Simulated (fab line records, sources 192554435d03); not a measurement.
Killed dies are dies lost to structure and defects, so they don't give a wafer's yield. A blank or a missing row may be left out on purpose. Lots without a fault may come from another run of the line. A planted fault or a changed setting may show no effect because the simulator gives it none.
One fault seen from 2 desks | flow n5_finfet | each desk has only its own numbers; what lay behind them comes last

THE TOOL OWNER'S DESK: rie_diel-01
The tool's own readings at N5_BEOL_M2_ETCH_70 (etches SOC in N2/H2, target depth 80 nm, overetch 24 nm, time 130 s): means of the sampled wafers that have a number, for each lot that ran on this tool. A lot is out of limits, marked OUT, if its mean lies more than 4 standard deviations from the usual mean; the brackets give that distance.
Columns: A = drypump_motor_current_A at N5_BEOL_M2_ETCH_70, usual 5.5 A; B = oes_product_au at N5_BEOL_M2_ETCH_70, usual 0.58 a.u.; C = rf_fwd_power_W at N5_BEOL_M2_ETCH_70, usual 836.0 W; D = rf_vpp_V at N5_BEOL_M2_ETCH_70, usual 523.7 V; E = showerhead_plenum_p_Torr at N5_BEOL_M2_ETCH_70, usual 2.54 Torr; F = throttle_valve_pct at N5_BEOL_M2_ETCH_70, usual 17.79 %
lot  | first seen here | A   | B    | C               | D               | E    | F
L886 | day 7 21:26     | 5.5 | 0.62 | 834.5           | 523.4           | 2.52 | 17.63
L890 | day 9 00:04     | 5.5 | 0.59 | 632.0 (-78) OUT | 571.9 (+18) OUT | 2.51 | 17.76
L891 | day 9 01:12     | 5.5 | 0.61 | 636.9 (-77) OUT | 572.6 (+18) OUT | 2.52 | 17.65
L904 | day 12 14:17    | 5.7 | 0.60 | 835.6           | 523.1           | 2.47 | 17.69
This desk's finding: out of limits on L890, L891; first on L890, day 9 00:04 (rf_fwd_power_W at N5_BEOL_M2_ETCH_70). In limits: L886, L904.

THE METROLOGY DESK
What the gauges read, lot by lot, whatever tool the lot ran on: means of the sampled wafers that have a number. A lot is out of limits, marked OUT, if its mean lies more than 4 standard deviations from the usual mean; the brackets give that distance. Of its 10 readings 7 are shown: those that lie furthest out on some lot.
Columns: A = DIBL_N at N5_BEOL_M4_RC_MEAS_101, usual 36.1 mV/V; B = DIBL_P at N5_BEOL_M4_RC_MEAS_101, usual 36.3 mV/V; C = IOFF_N at N5_BEOL_M4_RC_MEAS_101, usual 0.15 nA/um; D = IOFF_P at N5_BEOL_M4_RC_MEAS_101, usual 0.21 nA/um; E = ION_P at N5_BEOL_M4_RC_MEAS_101, usual 463 uA/um; F = SS_P at N5_BEOL_M4_RC_MEAS_101, usual 73.2 mV/dec; G = VT_P at N5_BEOL_M4_RC_MEAS_101, usual -250 mV
lot  | first seen here | A    | B    | C    | D    | E   | F    | G
L884 | day 9 00:01     | 33.1 | 34.1 | 0.09 | 0.13 | 442 | 72.4 | -261
L886 | day 9 03:31     | 35.8 | 36.9 | 0.16 | 0.23 | 475 | 73.9 | -247
L891 | day 10 05:26    | 36.5 | 37.0 | 0.15 | 0.19 | 451 | 73.1 | -254
L890 | day 10 05:58    | 35.9 | 34.9 | 0.14 | 0.24 | 464 | 72.8 | -245
L893 | day 11 06:01    | 36.7 | 36.2 | 0.18 | 0.23 | 470 | 73.1 | -247
L897 | day 12 12:00    | 35.4 | 35.1 | 0.15 | 0.21 | 455 | 73.1 | -251
L899 | day 12 20:33    | 41.1 | 42.0 | 0.23 | 0.29 | 464 | 74.8 | -247
L904 | day 13 18:54    | 37.0 | 36.1 | 0.16 | 0.23 | 470 | 73.4 | -246
L903 | day 13 23:06    | 37.3 | 36.1 | 0.15 | 0.22 | 458 | 72.6 | -249
This desk's finding: nothing out of limits on any of the 9 lots.

PUT TOGETHER
The tool owner's desk could have raised an alarm at day 9 00:04, on L890, L891.
The metrology desk saw nothing out of limits.
The metrology desk has L890, L891 on record, within its limits.
Of the lots named, all ran N5_BEOL_M2_ETCH_70 on rie_diel-01.

WHAT THE SIMULATOR HAD PUT IN
Process parameter drift: rie_diel-01, from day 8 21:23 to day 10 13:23, at N5_BEOL_M2_ETCH_70. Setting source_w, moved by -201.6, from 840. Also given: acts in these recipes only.
Lots struck among those shown: L890, L891.
Hours from the fault's start to each desk's first reading out of limits: the tool owner's desk, 3.
